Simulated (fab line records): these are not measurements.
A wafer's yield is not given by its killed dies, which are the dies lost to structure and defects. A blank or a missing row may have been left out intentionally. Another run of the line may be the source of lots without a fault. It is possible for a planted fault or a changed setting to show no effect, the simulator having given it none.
Matching of chambers | flow n5 finfet | N5_BEOL_M1_CO_CAP_55 on cvd co-01 has 3 sister chambers
The step material Co, precursor CCTBA/H2, target thk 2 nm, time 102.1 s. 6 wafers are shown with their chamber, then 7 later ones without.

WAFERS PAIRED WITH THEIR CHAMBERS
wafer  | chamber | heater power w (W) | chamber pressure Torr (Torr)
L082.1 | 0       | 212                | 29.90
L082.3 | 2       | 242                | 30.08
L086.2 | 2       | 243                | 29.97
L086.5 | 1       | 265                | 29.91
L091.1 | 1       | 262                | 29.90
L091.2 | 0       | 222                | 29.86

WAFERS WITH NO CHAMBER GIVEN
wafer  | heater power w (W) | chamber pressure Torr (Torr)
L091.6 | 267                | 30.01
L093.2 | 260                | 30.00
L093.4 | 264                | 29.97
L093.5 | 215                | 30.01
L094.1 | 270                | 30.05
L094.2 | 215                | 29.99
L094.3 | 244                | 30.08

THE CHAMBER EACH PASSED THROUGH
wafer  | from the rows above     | in truth
L091.6 | 1                       | 1
L093.2 | can't be placed: 1 or 2 | 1
L093.4 | 1                       | 1
L093.5 | 0                       | 0
L094.1 | 1                       | 1
L094.2 | 0                       | 0
L094.3 | 2                       | 2
6 of 7 placed correctly. Unplaceable from these rows: 1, with the true chamber sitting among the candidates in 1. Placed wrongly: 0.
How it was worked out, from the rows above alone: a wafer's distance from a chamber is the root of the sum, over the readings, of the square of ((its reading less the chamber's mean) divided by the reading's scatter). The wafer belongs to the nearest chamber; if the next one is less than 2 further off, it can't be placed. Each chamber's mean is taken over the wafers shown for it. The scatter: take each reading less its chamber's mean, square it, sum over the shown wafers, divide by the number of wafers less the number of chambers, and take the root.
